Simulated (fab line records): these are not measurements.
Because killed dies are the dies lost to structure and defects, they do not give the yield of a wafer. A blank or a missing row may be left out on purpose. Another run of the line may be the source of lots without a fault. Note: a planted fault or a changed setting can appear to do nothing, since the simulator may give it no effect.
Chamber matching    flow nandHarc    aldMetal-01 running NHARC_P_CONTACT_ALD_22: 4 sister chambers
The step deposits TiN, target thk 3 nm, pulse time 1 s, ald cycles 150. 4 wafers are shown with their chamber, then 8 later ones without.

## EACH WAFER AND ITS CHAMBER
wafer   chamber  heaterPowerW (W)
L081.2  2        1171
L087.2  1        881
L087.4  3        1152
L089.3  0        994

## WAFERS MISSING THEIR CHAMBER
wafer   heaterPowerW (W)
L089.4  894
L089.5  1170
L090.1  919
L090.3  1198
L090.4  1006
L096.1  1167
L096.3  1001
L096.5  907

## WHICH CHAMBER EACH WENT THROUGH
wafer   from the rows above      in truth
L089.4  1                        1
L089.5  can't be placed: 2 or 3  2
L090.1  can't be placed: 1 or 0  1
L090.3  can't be placed: 2 or 3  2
L090.4  0                        0
L096.1  can't be placed: 2 or 3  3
L096.3  0                        0
L096.5  1                        1
Correctly placed: 4 of 8. From these rows, 4 cannot be placed; in 4 the true chamber is one of the candidates. Placed wrongly: 0.
How it was worked out, from the rows above alone: a wafer's distance from a chamber is the root of the sum, over the readings, of the square of ((its reading less the chamber's mean) divided by the reading's scatter). If the next closest chamber is less than 2 further off than the closest, the wafer can't be placed; otherwise it belongs to the closest. For every chamber, the mean is computed from those of its wafers that are shown. The scatter: with one shown wafer a chamber, the root of the mean of the squares of how far each hidden wafer lies from its nearest shown one.
